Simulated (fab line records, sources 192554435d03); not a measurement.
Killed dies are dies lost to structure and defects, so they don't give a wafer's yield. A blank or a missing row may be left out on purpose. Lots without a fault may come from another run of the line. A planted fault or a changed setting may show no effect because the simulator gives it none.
Which tool did it? | flow n5_finfet | 24 lots, 72 wafers sampled, at 6 steps of a route of 1938

WHAT THE GAUGES READ, wafer by wafer
N5_BEOL_M14_OVL_MEAS_29. Usual: M14_OVL -1 nm, standard deviation 5.4.
lot  | measured     | on         | M14_OVL (nm) | flag
L076 | day 11 17:50 | overlay-01 | 7 0 -3       |
L075 | day 11 20:05 | overlay-02 | -2 -4 -3     |
L074 | day 11 22:24 | overlay-02 | -12 -11 -7   |
L077 | day 12 04:38 | overlay-02 | 2 -3 0       |
L078 | day 12 13:13 | overlay-01 | -5 0 -7      |
L079 | day 12 14:12 | overlay-01 | 2 -8 -1      |
L080 | day 12 23:04 | overlay-01 | -12 -3 2     |
L082 | day 13 03:14 | overlay-02 | 7 -4 3       |
L081 | day 13 04:08 | overlay-02 | -4 -3 0      |
L083 | day 13 11:33 | overlay-01 | 15 0 13      |
L084 | day 13 13:03 | overlay-02 | 3 -4 -2      |
L085 | day 14 12:23 | overlay-01 | 3 7 3        |
L086 | day 14 19:52 | overlay-01 | -2 1 2       |
L088 | day 15 02:05 | overlay-02 | 8 6 3        |
L087 | day 15 05:16 | overlay-01 | -4 -1 -7     |
L089 | day 15 10:08 | overlay-01 | 5 -3 0       |
L090 | day 15 14:51 | overlay-02 | 5 4 1        |
L091 | day 15 21:01 | overlay-01 | 2 6 4        |
L092 | day 16 01:22 | overlay-01 | -7 -8 -1     |
L094 | day 16 11:56 | overlay-02 | 10 2 3       |
L093 | day 16 13:49 | overlay-02 | -1 -5 0      |
L095 | day 17 00:49 | overlay-02 | 0 7 7        |
L097 | day 17 03:17 | overlay-01 | 0 7 -5       |
L096 | day 17 03:29 | overlay-02 | -6 1 -8      |

N5_BEOL_M15_OVL_MEAS_11. Usual: V14_OVL -3 nm, standard deviation 5.3.
lot  | measured     | on         | V14_OVL (nm) | flag
L076 | day 11 21:28 | overlay-02 | -7 -14 -5    |
L075 | day 12 01:43 | overlay-02 | -8 -12 -6    |
L074 | day 12 04:20 | overlay-02 | 7 -5 -2      |
L077 | day 12 08:56 | overlay-01 | -4 -4 -7     |
L078 | day 12 17:20 | overlay-02 | -1 -5 -3     |
L079 | day 12 18:53 | overlay-02 | -3 -6 -1     |
L080 | day 13 03:50 | overlay-01 | 4 4 0        |
L082 | day 13 06:55 | overlay-02 | 0 7 -5       |
L081 | day 13 11:28 | overlay-02 | 2 -2 -5      |
L083 | day 13 17:31 | overlay-01 | 0 7 -1       |
L084 | day 13 17:41 | overlay-01 | -11 -4 -4    |
L085 | day 14 18:53 | overlay-02 | 1 -4 8       |
L086 | day 15 00:00 | overlay-02 | -10 -3 -7    |
L088 | day 15 05:56 | overlay-02 | 9 0 -3       |
L087 | day 15 09:24 | overlay-01 | -7 -3 7      |
L089 | day 15 13:38 | overlay-02 | -7 -3 -8     |
L090 | day 15 18:55 | overlay-02 | -6 -5 -1     |
L091 | day 16 00:52 | overlay-02 | -5 -2 -7     |
L092 | day 16 07:18 | overlay-02 | -1 0 -6      |
L094 | day 16 17:06 | overlay-01 | -13 -7 -8    |
L093 | day 16 18:38 | overlay-01 | -4 -5 -2     |
L095 | day 17 06:11 | overlay-01 | -13 -6 -6    |
L097 | day 17 07:21 | overlay-02 | -2 -2 -4     |
L096 | day 17 07:48 | overlay-01 | -8 -9 -2     |

N5_BEOL_M15_RS_MEAS_54: measures by four-point-probe. Usual: M15_RS 0.0216 ohm/sq, standard deviation 0.00066.
lot  | measured     | on            | M15_RS (ohm/sq)      | flag
L076 | day 12 02:13 | film_metro-02 | 0.0217 0.0207 0.0229 |
L075 | day 12 07:31 | film_metro-01 | 0.0226 0.0215 0.0225 |
L074 | day 12 11:10 | film_metro-02 | 0.0223 0.0222 0.0217 |
L077 | day 12 13:21 | film_metro-01 | 0.0216 0.0222 0.0218 |
L078 | day 12 22:08 | film_metro-01 | 0.0216 0.0211 0.0229 |
L079 | day 13 05:46 | film_metro-02 | 0.0218 0.0218 0.0217 |
L080 | day 13 11:30 | film_metro-01 | 0.0222 0.0215 0.0215 |
L082 | day 13 12:56 | film_metro-02 | 0.0226 0.0206 0.0211 |
L081 | day 13 17:07 | film_metro-01 | 0.0208 0.0226 0.0212 |
L083 | day 13 23:51 | film_metro-02 | 0.0217 0.0218 0.0219 |
L084 | day 14 01:16 | film_metro-02 | 0.0215 0.0214 0.0215 |
L085 | day 15 00:23 | film_metro-02 | 0.0233 0.0219 0.0209 |
L086 | day 15 04:52 | film_metro-01 | 0.0208 0.0232 0.0209 |
L088 | day 15 12:03 | film_metro-01 | 0.0219 0.0216 0.0216 |
L087 | day 15 15:41 | film_metro-01 | 0.0215 0.0214 0.0212 |
L089 | day 15 18:02 | film_metro-02 | 0.0220 0.0217 0.0217 |
L090 | day 15 23:14 | film_metro-01 | 0.0213 0.0212 0.0213 |
L091 | day 16 06:08 | film_metro-01 | 0.0227 0.0201 0.0204 |
L092 | day 16 12:06 | film_metro-01 | 0.0211 0.0206 0.0209 |
L094 | day 16 23:25 | film_metro-01 | 0.0219 0.0220 0.0218 |
L093 | day 16 23:44 | film_metro-02 | 0.0213 0.0214 0.0215 |
L095 | day 17 15:23 | film_metro-02 | 0.0207 0.0214 0.0231 |
L097 | day 17 15:03 | film_metro-01 | 0.0221 0.0220 0.0219 |
L096 | day 17 15:04 | film_metro-02 | 0.0206 0.0230 0.0212 |

WHICH TOOL RAN EACH LOT (tool, then ch and the chambers of the sampled wafers, then the start)
lot  | N5_BEOL_M14_DESCUM_33              | N5_BEOL_M14_TRENCH_ETCH_34         | N5_BEOL_M14_SPUTTER_43
L076 | rie_diel-04 ch 0,1,3, day 11 17:53 | rie_diel-04 ch 0,1,3, day 11 18:20 | pvd_sputter-03, day 11 19:38
L075 | rie_diel-05 ch 1,3, day 11 20:49   | rie_diel-05 ch 1,3, day 11 21:16   | pvd_sputter-01, day 11 23:38
L074 | rie_diel-05 ch 1,3, day 11 22:28   | rie_diel-05 ch 1,3, day 11 22:55   | pvd_sputter-03, day 12 01:35
L077 | rie_diel-05 ch 0,1,2, day 12 04:41 | rie_diel-05 ch 0,1,2, day 12 05:08 | pvd_sputter-02, day 12 06:59
L078 | rie_diel-01 ch 0,2,3, day 12 13:19 | rie_diel-01 ch 0,2,3, day 12 13:46 | pvd_sputter-02, day 12 15:15
L079 | rie_diel-04 ch 0,1, day 12 14:16   | rie_diel-04 ch 0,1, day 12 14:43   | pvd_sputter-03, day 12 16:56
L080 | rie_diel-05 ch 0,3, day 12 23:11   | rie_diel-05 ch 0,3, day 12 23:38   | pvd_sputter-01, day 13 01:46
L082 | rie_diel-04 ch 0,1,3, day 13 03:25 | rie_diel-04 ch 0,1,3, day 13 03:53 | pvd_sputter-03, day 13 04:27
L081 | rie_diel-04 ch 1,2,3, day 13 04:14 | rie_diel-04 ch 1,2,3, day 13 04:42 | pvd_sputter-01, day 13 09:31
L083 | rie_diel-04 ch 0,3, day 13 11:47   | rie_diel-04 ch 0,3, day 13 12:14   | pvd_sputter-02, day 13 15:19
L084 | rie_diel-05 ch 0,1, day 13 13:07   | rie_diel-05 ch 0,1, day 13 13:34   | pvd_sputter-01, day 13 15:25
L085 | rie_diel-05 ch 1,3, day 14 12:26   | rie_diel-05 ch 1,3, day 14 12:54   | pvd_sputter-03, day 14 16:44
L086 | rie_diel-05 ch 0,2, day 14 19:58   | rie_diel-05 ch 0,2, day 14 20:25   | pvd_sputter-03, day 14 22:10
L088 | rie_diel-04 ch 2,3, day 15 02:09   | rie_diel-04 ch 2,3, day 15 02:37   | pvd_sputter-01, day 15 03:58
L087 | rie_diel-01 ch 0,1,2, day 15 05:19 | rie_diel-01 ch 0,1,2, day 15 05:46 | pvd_sputter-02, day 15 07:26
L089 | rie_diel-05 ch 1,2,3, day 15 10:16 | rie_diel-05 ch 1,2,3, day 15 10:43 | pvd_sputter-03, day 15 11:31
L090 | rie_diel-04 ch 0,3, day 15 14:55   | rie_diel-04 ch 0,3, day 15 15:22   | pvd_sputter-03, day 15 16:54
L091 | rie_diel-01 ch 0,1,2, day 15 21:11 | rie_diel-01 ch 0,1,2, day 15 21:38 | pvd_sputter-03, day 15 22:40
L092 | rie_diel-01 ch 1,2,3, day 16 01:35 | rie_diel-01 ch 1,2,3, day 16 02:02 | pvd_sputter-01, day 16 05:18
L094 | rie_diel-01 ch 0,3, day 16 12:00   | rie_diel-01 ch 0,3, day 16 12:28   | pvd_sputter-01, day 16 14:41
L093 | rie_diel-04 ch 0,2, day 16 14:14   | rie_diel-04 ch 0,2, day 16 14:41   | pvd_sputter-03, day 16 16:47
L095 | rie_diel-04 ch 0,2, day 17 00:52   | rie_diel-04 ch 0,2, day 17 01:19   | pvd_sputter-01, day 17 04:12
L097 | rie_diel-04 ch 1,2, day 17 03:21   | rie_diel-04 ch 1,2, day 17 03:48   | pvd_sputter-02, day 17 05:29
L096 | rie_diel-05 ch 0,3, day 17 03:43   | rie_diel-05 ch 0,3, day 17 04:10   | pvd_sputter-02, day 17 05:48
- N5_BEOL_M14_DESCUM_33: chemistry O2, time 7.9 s.
- N5_BEOL_M14_TRENCH_ETCH_34: etches SiO2 in C4F8/O2/Ar, target depth 556.65 nm, time 126.9 s.
- N5_BEOL_M14_SPUTTER_43: material TaN, target thk 15 nm, time 24.19 s.

WHAT THE TOOLS THEMSELVES READ (means of the sampled wafers that have a number; where no wafer has one, the mark that the record gives instead)
N5_BEOL_M14_DESCUM_33. Usual: bias_power_w 20.01 W, standard deviation 0.064; drypump_motor_current_A 5.5 A, standard deviation 0.38; oes_product_au 0.81 a.u., standard deviation 0.082; rf_vpp_V 243.0 V, standard deviation 1.7; showerhead_plenum_p_Torr 2.08 Torr, standard deviation 0.087; throttle_valve_pct 20.3 %, standard deviation 0.31.
lot  | tool        | bias_power_w (W) | drypump_motor_current_A (A) | oes_product_au (a.u.) | rf_vpp_V (V) | showerhead_plenum_p_Torr (Torr) | throttle_valve_pct (%) | flag
L076 | rie_diel-04 | 20.00            | 5.5                         | 0.89                  | 243.8        | 2.16                            | 20.1                   |
L075 | rie_diel-05 | 20.02            | 5.2                         | 0.71                  | 244.2        | 2.10                            | 20.4                   |
L074 | rie_diel-05 | 20.04            | 5.4                         | 0.74                  | 242.5        | 2.06                            | 20.3                   |
L077 | rie_diel-05 | 20.05            | 5.4                         | 0.73                  | 241.3        | 1.96                            | 20.5                   |
L078 | rie_diel-01 | 19.99            | 5.8                         | 0.78                  | 243.4        | 2.11                            | 20.5                   |
L079 | rie_diel-04 | 20.01            | 5.9                         | 0.88                  | 244.9        | 2.15                            | 20.2                   |
L080 | rie_diel-05 | 20.02            | 4.9                         | 0.88                  | 243.8        | 2.08                            | 20.2                   |
L082 | rie_diel-04 | 20.00            | 5.6                         | 0.87                  | 244.7        | 2.15                            | 20.1                   |
L081 | rie_diel-04 | 20.05            | 5.5                         | 0.89                  | 244.9        | 2.15                            | 20.2                   |
L083 | rie_diel-04 | 20.05            | 5.3                         | 0.83                  | 244.4        | 2.13                            | 20.0                   |
L084 | rie_diel-05 | 20.06            | 5.1                         | 0.71                  | 241.5        | 1.97                            | 20.4                   |
L085 | rie_diel-05 | 20.02            | 5.4                         | 0.80                  | 241.4        | 2.05                            | 20.2                   |
L086 | rie_diel-05 | 19.98            | 5.4                         | 0.71                  | 240.7        | 1.93                            | 20.8                   |
L088 | rie_diel-04 | 20.02            | 5.5                         | 0.84                  | 243.5        | 2.12                            | 20.3                   |
L087 | rie_diel-01 | 20.00            | 5.5                         | 0.78                  | 242.6        | 2.06                            | 20.4                   |
L089 | rie_diel-05 | 20.08            | 5.4                         | 0.78                  | 241.3        | 2.02                            | 20.5                   |
L090 | rie_diel-04 | 20.06            | 5.7                         | 0.82                  | 243.8        | 2.12                            | 20.1                   |
L091 | rie_diel-01 | 20.05            | 5.5                         | 0.77                  | 242.6        | 2.06                            | 20.4                   |
L092 | rie_diel-01 | 19.96            | 5.5                         | 0.82                  | 242.9        | 2.12                            | 20.6                   |
L094 | rie_diel-01 | 20.02            | 5.9                         | 0.92                  | 244.1        | 2.11                            | 20.3                   |
L093 | rie_diel-04 | 20.00            | 5.9                         | 0.83                  | 243.8        | 2.11                            | 20.3                   |
L095 | rie_diel-04 | 19.97            | 5.9                         | 0.81                  | 243.6        | 2.11                            | 20.3                   |
L097 | rie_diel-04 | 19.99            | 5.6                         | 0.86                  | 245.2        | 2.15                            | 20.2                   |
L096 | rie_diel-05 | 20.01            | 5.0                         | 0.89                  | 244.0        | 2.15                            | 20.1                   |

N5_BEOL_M14_TRENCH_ETCH_34. Usual: drypump_motor_current_A 5.5 A, standard deviation 0.38; he_inner_torr 15.005 Torr, standard deviation 0.028; oes_f_703_au 0.79 a.u., standard deviation 0.076; oes_product_au 0.80 a.u., standard deviation 0.079; rf_vpp_V 2240 V, standard deviation 64; showerhead_plenum_p_Torr 3.43 Torr, standard deviation 0.14; throttle_valve_pct 30.9 %, standard deviation 0.35.
lot  | tool        | drypump_motor_current_A (A) | he_inner_torr (Torr) | oes_f_703_au (a.u.) | oes_product_au (a.u.) | rf_vpp_V (V) | showerhead_plenum_p_Torr (Torr) | throttle_valve_pct (%) | flag
L076 | rie_diel-04 | 5.6                         | 15.010               | 0.87                | 0.89                  | 2229         | 3.57                            | 30.7                   |
L075 | rie_diel-05 | 5.2                         | 14.992               | 0.72                | 0.71                  | 2197         | 3.44                            | 30.7                   |
L074 | rie_diel-05 | 5.4                         | 14.981               | 0.73                | 0.72                  | 2207         | 3.40                            | 30.7                   |
L077 | rie_diel-05 | 5.4                         | 15.031               | 0.74                | 0.73                  | 2193         | 3.25                            | 31.0                   |
L078 | rie_diel-01 | 5.8                         | 15.010               | 0.77                | 0.78                  | 2350         | 3.44                            | 30.9                   |
L079 | rie_diel-04 | 5.9                         | 15.020               | 0.82                | 0.86                  | 2257         | 3.58                            | 31.0                   |
L080 | rie_diel-05 | 5.0                         | 14.999               | 0.90                | 0.88                  | 2182         | 3.41                            | 30.5                   |
L082 | rie_diel-04 | 5.6                         | 15.013               | 0.85                | 0.86                  | 2228         | 3.56                            | 30.8                   |
L081 | rie_diel-04 | 5.5                         | 15.048               | 0.85                | 0.88                  | 2249         | 3.56                            | 30.9                   |
L083 | rie_diel-04 | 5.4                         | 15.009               | 0.85                | 0.85                  | 2218         | 3.50                            | 30.5                   |
L084 | rie_diel-05 | 5.1                         | 15.018               | 0.70                | 0.70                  | 2186         | 3.27                            | 30.8                   |
L085 | rie_diel-05 | 5.4                         | 15.056               | 0.80                | 0.79                  | 2206         | 3.38                            | 30.7                   |
L086 | rie_diel-05 | 5.4                         | 14.986               | 0.73                | 0.71                  | 2183         | 3.18                            | 31.3                   |
L088 | rie_diel-04 | 5.5                         | 14.976               | 0.82                | 0.85                  | 2285         | 3.51                            | 31.0                   |
L087 | rie_diel-01 | 5.5                         | 15.016               | 0.76                | 0.76                  | 2292         | 3.39                            | 30.9                   |
L089 | rie_diel-05 | 5.4                         | 14.996               | 0.80                | 0.78                  | 2197         | 3.32                            | 30.9                   |
L090 | rie_diel-04 | 5.7                         | 15.006               | 0.81                | 0.81                  | 2244         | 3.51                            | 30.8                   |
L091 | rie_diel-01 | 5.5                         | 14.995               | 0.74                | 0.75                  | 2293         | 3.39                            | 30.9                   |
L092 | rie_diel-01 | 5.5                         | 15.025               | 0.79                | 0.81                  | 2288         | 3.45                            | 30.9                   |
L094 | rie_diel-01 | 6.0                         | 15.026               | 0.85                | 0.89                  | 2360         | 3.45                            | 30.7                   |
L093 | rie_diel-04 | 5.9                         | 15.007               | 0.77                | 0.81                  | 2292         | 3.52                            | 31.2                   |
L095 | rie_diel-04 | 5.9                         | 15.015               | 0.77                | 0.79                  | 2292         | 3.52                            | 31.1                   |
L097 | rie_diel-04 | 5.6                         | 15.001               | 0.80                | 0.83                  | 2257         | 3.60                            | 31.2                   |
L096 | rie_diel-05 | 5.0                         | 14.991               | 0.92                | 0.90                  | 2194         | 3.52                            | 30.4                   |

N5_BEOL_M14_SPUTTER_43. Usual: throttle_valve_pct 29.8 %, standard deviation 0.95.
lot  | tool           | throttle_valve_pct (%) | flag
L076 | pvd_sputter-03 | 29.4                   |
L075 | pvd_sputter-01 | 30.0                   |
L074 | pvd_sputter-03 | 29.2                   |
L077 | pvd_sputter-02 | 28.8                   |
L078 | pvd_sputter-02 | 30.0                   |
L079 | pvd_sputter-03 | 29.6                   |
L080 | pvd_sputter-01 | 30.2                   |
L082 | pvd_sputter-03 | 29.9                   |
L081 | pvd_sputter-01 | 30.5                   |
L083 | pvd_sputter-02 | 30.1                   |
L084 | pvd_sputter-01 | 30.6                   |
L085 | pvd_sputter-03 | 29.3                   |
L086 | pvd_sputter-03 | 29.9                   |
L088 | pvd_sputter-01 | 30.4                   |
L087 | pvd_sputter-02 | 29.4                   |
L089 | pvd_sputter-03 | 29.2                   |
L090 | pvd_sputter-03 | 29.2                   |
L091 | pvd_sputter-03 | 30.0                   |
L092 | pvd_sputter-01 | 30.0                   |
L094 | pvd_sputter-01 | 30.5                   |
L093 | pvd_sputter-03 | 29.8                   |
L095 | pvd_sputter-01 | 30.4                   |
L097 | pvd_sputter-02 | 28.9                   |
L096 | pvd_sputter-02 | 28.9                   |

THE ANSWER, worked out from the rows above alone
Rule: a lot is off if the mean of its wafers that have a number lies more than 3 standard deviations from the usual mean. A lot without any number at a reading at which 4 lots or more have one is off too. The other lots that the step has rows for count as sound. The gauges are gone through in route order, then the tools' own readings, and for those a lot's mean is taken as printed above. The first step at which some lot is off is used, and at that step the reading that is off furthest; a lot without a number counts as furthest.
No lot is off at any reading shown: from this, nothing can be told.

WHAT THE SIMULATOR HAD PUT IN
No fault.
